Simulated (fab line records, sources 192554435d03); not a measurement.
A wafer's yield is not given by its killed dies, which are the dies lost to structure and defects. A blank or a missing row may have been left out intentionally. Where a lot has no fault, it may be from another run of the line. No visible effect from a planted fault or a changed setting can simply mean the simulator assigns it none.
Which of the tools did it?    flow n5-finfet    33 wafers from 11 lots sampled at 3 of the route's 1938 steps

== WHAT EACH GAUGE READ, for each wafer ==
N5_BEOL_M5_OVL_MEAS_12.
lot   measured      on          M5_OVL (nm)
L533  day 8 03:49   overlay-01  -0.6 -0.7 -1.5
L531  day 8 12:02   overlay-01  -1.0 -1.4 -0.7
L532  day 8 12:04   overlay-01  -1.7 -0.9 -0.7
L534  day 9 08:11   overlay-02  -0.2 -1.0 -1.7
L540  day 10 17:10  overlay-01  -0.6 -0.7 -0.6
L546  day 11 16:42  overlay-02  0.6 0.3 -0.9
L545  day 11 16:56  overlay-02  -1.8 -1.5 -0.9
L548  day 12 01:41  overlay-02  -1.9 -1.0 -0.9
L550  day 12 23:16  overlay-01  -1.7 -1.7 -0.8
L552  day 13 07:11  overlay-02  0.0 -0.3 -0.3
L553  day 13 14:07  overlay-01  -1.0 -1.1 -0.5

== WHAT TOOL EACH LOT RAN ON (gives the tool, then ch and the chambers of the sampled wafers, and finally the start) ==
lot   N5_BEOL_M5_PECVD_70              N5_BEOL_M5_HM_DEP_02
L533  pecvd-03 ch 1,2, day 8 02:38     pvd-sputter-03, day 8 03:16
L531  pecvd-03 ch 0,1,2, day 8 10:49   pvd-sputter-01, day 8 11:29
L532  pecvd-02 ch 0,1,2, day 8 11:08   pvd-sputter-01, day 8 11:35
L534  pecvd-01 ch 1,2, day 9 06:44     pvd-sputter-03, day 9 07:38
L540  pecvd-02 ch 1,2, day 10 16:25    pvd-sputter-01, day 10 16:37
L546  pecvd-03 ch 0,1,2, day 11 14:51  pvd-sputter-02, day 11 16:08
L545  pecvd-03 ch 0,1,2, day 11 15:37  pvd-sputter-03, day 11 16:23
L548  pecvd-03 ch 0,1,2, day 11 22:14  pvd-sputter-03, day 12 01:16
L550  pecvd-02 ch 0,1,2, day 12 22:05  pvd-sputter-03, day 12 22:50
L552  pecvd-03 ch 0,2, day 13 05:05    pvd-sputter-02, day 13 06:46
L553  pecvd-03 ch 0,1,2, day 13 12:08  pvd-sputter-01, day 13 13:34
- N5_BEOL_M5_PECVD_70: deposits SiO2 from TEOS/O2, target thk 16 nm, time 18 s.
- N5_BEOL_M5_HM_DEP_02: deposits TiN, target thk 20 nm.

== THE ANSWER, worked out from the rows above alone ==
Rule: the usual values come from the lots themselves. The widest of any qualifying gaps counts: lots, ordered by their means at a reading, are off when they make up no more than a third of the lots, leave a main group of 4 or more, and stand apart from it by 3 or more times the standard deviation of that group's means. The tables above print the reading to a certain number of digits; a main group whose means all agree to those digits is not used. Also off: a lot with no number at a reading for which 4 or more lots have one. The other lots that the step has rows for count as sound.
Nothing can be told from this: no lot is off at any reading shown.

== WHAT WAS PUT IN BY THE SIMULATOR ==
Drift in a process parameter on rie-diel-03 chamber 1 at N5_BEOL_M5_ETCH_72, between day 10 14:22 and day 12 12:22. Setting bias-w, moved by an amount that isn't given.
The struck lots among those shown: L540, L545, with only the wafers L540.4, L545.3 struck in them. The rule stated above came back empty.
